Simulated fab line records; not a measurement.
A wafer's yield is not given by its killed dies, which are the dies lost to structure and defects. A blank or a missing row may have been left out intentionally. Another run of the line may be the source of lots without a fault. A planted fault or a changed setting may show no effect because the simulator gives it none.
A struck lot beside a sound one    flow nandHarc    24 steps out of a route of 1159
Sound: these wafers, L124.1, L124.3, L124.6. Wafers L116.1, L116.3, L116.6 were the ones struck. The cause is named last.
Each step with rows lists, per side, the tool, then ch with its chambers, then its first start. Under that, the readings that differ: sound wafers    struck wafers    difference of the means    sigmas: that difference in standard deviations of wafers without a fault.
alike: a reading whose means differ by less than 2 such deviations, as well as words and numbers matching on both sides. not compared: withheld readings; readings where some wafer has no value; bounds like >300 that might hide an equal value; numbers whose values overlap and for which the record gives no deviation.
Wherever a step has rows on one side only, a row that says differs or no value, or a row with sigmas, the two part there. Non-overlapping numbers with no deviation appear without sigmas and do not part them. A reading missing from all wafers of one side parts the sides only when that side holds two or more wafers.

first, 11 steps without rows for these wafers: NHARC_A_CHANNEL_HOLE_D1_DESCUM_15 (chemistry O2, time 3 s); NHARC_A_CHANNEL_HOLE_D1_ETCH_38 (etches the open film in CF4, target depth 39 nm, time 65 s); NHARC_A_CHANNEL_HOLE_D1_ETCH_39 (etches the open film in N2/H2, target depth 260 nm, time 325 s); NHARC_A_CHANNEL_HOLE_D1_ETCH_34 (etches the open film in CF4/CHF3, target depth 154 nm, time 77 s); NHARC_A_CHANNEL_HOLE_D1_ETCH_16 (etches the open film in O2/COS, target depth 3100 nm, time 806 s); NHARC_A_CHANNEL_HOLE_D1_ETCH_19 (etches the open film in C4F8/O2/Ar, time 34.5 s); NHARC_A_CHANNEL_HOLE_D1_ETCH_20 (etches the open film in C4F8/O2/Ar, time 361.9 s, target depth 1600 nm); NHARC_A_CHANNEL_HOLE_D1_ETCH_21 (etches the open film in C4F8/O2/Ar, time 514.3 s, target depth 1600 nm); NHARC_A_CHANNEL_HOLE_D1_ETCH_22 (etches the open film in C4F8/O2/Ar, time 666.7 s, target depth 1600 nm); NHARC_A_CHANNEL_HOLE_D1_ETCH_23 (etches the open film in C4F8/O2/Ar, time 819 s, target depth 1600 nm); NHARC_A_CHANNEL_HOLE_D1_ETCH_24 (etches the open film in C4F8/O2/Ar, time 906.2 s, target depth 1500 nm).
NHARC_A_CHANNEL_HOLE_D1_ETCH_25: etches the open film in C4F8/O2/Ar, time 1040.2 s, target depth 1500 nm.
  sound on harEtch-02 ch 0, day 12 13:32; struck on harEtch-02 ch 1, day 10 08:58
  no value came back on the struck wafers for any of 6 readings (c4f8FlowSccm (sccm), chamberPressureMTorr (mTorr) and others); on the sound wafers c4f8FlowSccm (sccm) reads 94.01 93.94 93.91
  not compared: rfHoursCounterH
then, 5 steps without rows for these wafers: NHARC_A_CHANNEL_HOLE_D1_ETCH_26 (etches the open film in C4F8/O2/Ar, time 224.1 s, target depth 300 nm); NHARC_A_CHANNEL_HOLE_D1_ETCH_33 (etches the open film in C4F8/O2/Ar, time 90 s, target depth 400 nm); NHARC_A_CHANNEL_HOLE_D1_STRIP_41 (strips in N2/H2); NHARC_A_CHANNEL_HOLE_D1_STRIP_42 (strips in CF4/CHF3); NHARC_A_CHANNEL_HOLE_D1_STRIP_43 (strips in O2/COS).
NHARC_A_CHANNEL_HOLE_D1_ETCH_44: etches the open film in CF4/O2, target depth 140 nm, overetch 14 nm, time 77 s.
  sound on rieDiel-12 ch 0,3, day 12 15:12; struck on rieDiel-10 ch 0,3, day 10 10:38
reading                            sound             struck             difference  sigmas
model.A_CHANNEL_HOLE_D1.cdNm (nm)  88.1 89.23 87.76  99.21 99.46 94.08  +9.22       
  alike: biasW, cf4FlowSccm, drypumpMotorCurrentA, oes_f_703_au, oesProductAu, rfVppV, showerheadPlenumPTorr, throttleValvePct
  not compared: rfHoursCounterH
then, 3 steps without rows for these wafers: NHARC_A_CHANNEL_HOLE_D1_STRIP_27 (strips in O2); NHARC_A_CHANNEL_HOLE_D1_PRECLEAN_28 (cleans in SC1); NHARC_A_CHANNEL_HOLE_D1_SRD_29.
NHARC_A_CHANNEL_HOLE_D1_CD_MEAS_30:
  sound on cdSem-03 at day 12 15:59; struck on cdSem-03 at day 10 11:26
reading    sound           struck        difference  sigmas
cdNm (nm)  87.8 89.0 88.0  0.5 -0.4 0.5  -88.1       -73
NHARC_A_CHANNEL_HOLE_D1_XSEM_31:
  sound on xsem-02 ch 0, day 12 16:05; struck on xsem-01 ch 0, day 10 11:32
reading       sound           struck       difference  sigmas
botCdNm (nm)  72.7 74.6 74.1  1.0 0.5 1.4  -72.8       -56
bowNm (nm)    8.3 8.2 8.1     0.0 0.0 0.0  -8.2        -20
  alike: tiltDeg
-- record jumps: 11 days between struck wafers' starts before vs after; left off in module A_CHANNEL_HOLE_D1, resumes in module END, first step shown is number 1159 of the route --
NHARC_END_SORT_01:
  the record has rows for the struck wafers here (prober-02 ch 0, day 21 09:32) and none for the sound ones

== WHERE THEY PART ==
Last at NHARC_END_SORT_01 as far as this record goes, first at NHARC_A_CHANNEL_HOLE_D1_ETCH_25.

WHY: what had been put in by the simulator
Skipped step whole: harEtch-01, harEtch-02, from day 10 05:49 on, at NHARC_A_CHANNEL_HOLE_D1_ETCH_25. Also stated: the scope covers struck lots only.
